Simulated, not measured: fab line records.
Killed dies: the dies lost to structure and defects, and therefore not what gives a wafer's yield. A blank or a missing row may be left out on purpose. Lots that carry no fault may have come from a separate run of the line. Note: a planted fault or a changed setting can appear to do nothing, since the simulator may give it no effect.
Split-lot experiment | flow n5 finfet | route with 1938 steps; 7 lots, 39 wafers read

THE SPLIT ITSELF
At N5_WELL_APT_EXPOSE_05 (exposes mask NWELL, defocus 0 nm, target cd 200 nm), the setting dose mj was moved away from the recipe's 20.3 on 18 of the 39 wafers read, by -7.1% to +7.0%. All remaining wafers had this setting at the recipe value.

FROM THE SPLIT TO THE READING: what the file shows between them, 3 steps
- N5_WELL_APT_PEB_06: peb time 90 s
- N5_WELL_APT_DEVELOP_07: develop time 45 s
- N5_WELL_APT_HARDBAKE_12: time 120 s

THE READING
At N5_WELL_APT_CD_MEAS_08: cd nm in nanometres, against a target cd of 200 nm. Typical for fault-free wafers on this fab line: 199.2 nm, with standard deviation 1.6 nm.

wafer  | tool, chamber at the split | dose mj as run | against the recipe | cd nm, nm | against lot-mates on the recipe
L075.1 | krf scanner-02, 0          | 18.85          | -7.1%              | 185.4     | -12.4
L075.2 | krf scanner-02, 0          | 20.3           | recipe             | 196.5     | -
L075.3 | krf scanner-02, 0          | 18.85          | -7.1%              | 188.5     | -9.3
L075.4 | krf scanner-02, 0          | 20.3           | recipe             | 200.2     | -
L075.5 | krf scanner-02, 0          | 20.3           | recipe             | 196.7     | -
L075.6 | krf scanner-02, 0          | 18.85          | -7.1%              | 187.7     | -10.1
L086.1 | krf scanner-02, 0          | 21.73          | +7.0%              | 210.2     | +11.0
L086.2 | krf scanner-02, 0          | 20.3           | recipe             | 201.7     | -
L086.3 | krf scanner-02, 0          | 21.73          | +7.0%              | 210.4     | +11.2
L086.4 | krf scanner-02, 0          | 21.73          | +7.0%              | 209.8     | +10.6
L086.5 | krf scanner-02, 0          | 20.3           | recipe             | 198.0     | -
L086.6 | krf scanner-02, 0          | 20.3           | recipe             | 198.0     | -
L089.1 | krf scanner-01, 0          | 20.77          | +2.3%              | 202.1     | +1.1
L089.2 | krf scanner-01, 0          | 20.3           | recipe             | 202.9     | -
L089.3 | krf scanner-01, 0          | 20.3           | recipe             | 200.8     | -
L089.4 | krf scanner-01, 0          | 20.77          | +2.3%              | 203.9     | +2.9
L089.5 | krf scanner-01, 0          | 20.3           | recipe             | 199.3     | -
L089.6 | krf scanner-01, 0          | 20.77          | +2.3%              | 204.0     | +3.0
L091.1 | krf scanner-01, 0          | 20.3           | recipe             | 201.0     | -
L091.4 | krf scanner-01, 0          | 20.3           | recipe             | 202.6     | -
L091.6 | krf scanner-01, 0          | 20.3           | recipe             | 200.5     | -
L093.1 | krf scanner-01, 0          | 19.55          | -3.7%              | 196.1     | -3.3
L093.2 | krf scanner-01, 0          | 19.55          | -3.7%              | 194.7     | -4.7
L093.3 | krf scanner-01, 0          | 19.55          | -3.7%              | 195.8     | -3.6
L093.4 | krf scanner-01, 0          | 20.3           | recipe             | 201.3     | -
L093.5 | krf scanner-01, 0          | 20.3           | recipe             | 198.7     | -
L093.6 | krf scanner-01, 0          | 20.3           | recipe             | 198.1     | -
L095.1 | krf scanner-02, 0          | 19             | -6.4%              | 190.5     | -9.2
L095.2 | krf scanner-02, 0          | 19             | -6.4%              | 189.6     | -10.1
L095.3 | krf scanner-02, 0          | 20.3           | recipe             | 200.6     | -
L095.4 | krf scanner-02, 0          | 20.3           | recipe             | 199.9     | -
L095.5 | krf scanner-02, 0          | 20.3           | recipe             | 198.7     | -
L095.6 | krf scanner-02, 0          | 19             | -6.4%              | 189.3     | -10.4
L097.1 | krf scanner-02, 0          | 20.3           | recipe             | 200.2     | -
L097.2 | krf scanner-02, 0          | 20.3           | recipe             | 200.5     | -
L097.3 | krf scanner-02, 0          | 21.71          | +6.9%              | 212.0     | +11.6
L097.4 | krf scanner-02, 0          | 20.3           | recipe             | 200.6     | -
L097.5 | krf scanner-02, 0          | 21.71          | +6.9%              | 212.9     | +12.5
L097.6 | krf scanner-02, 0          | 21.71          | +6.9%              | 212.6     | +12.2

FIT RESULTS
A straight line over all 39 wafers: cd nm changes by +1.62 nm for each +1% of dose mj; r = +0.97; the points scatter about the line by 1.6 nm.
The same after taking each lot's own level away (the mean of its wafers on the recipe; 39 wafers): +1.53 nm for each +1%; r = +0.98; scatter 1.3 nm.
According to that fit, moving dose mj by its largest amount changes the reading by 11 nm.
From 197.80 to 201.37 nm: that is the span of the lots' own levels, equal to 2.2 times the standard deviation above.
So the lot-to-lot level changes the slope little: the two slopes agree.
Check: for one of the wafers moved furthest among these (-7.1%), held out of the fit, the line's prediction against its lot-mates is -10.6 nm. Against them it came out at -12.4 nm.

THE WHOLE CHAIN: every reading that the file lists as answering this split, in the file's order
step                   | what it does             | reading                                                         | change (the file's fit)              | r (the file's)
N5_WELL_APT_CD_MEAS_08 | target cd 200 nm         | cd nm                                                           | +1.53 nm for each +1% of the setting | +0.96
N5_WELL_APT_DESCUM_13  | chemistry O2, time 7.9 s | WELL_APT.cd nm (the simulator's own value, which no gauge read) | +1.54 nm for each +1% of the setting | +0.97

FILE'S OWN FIT
cd nm changes by +1.53 nm for each +1% of dose mj, r = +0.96.
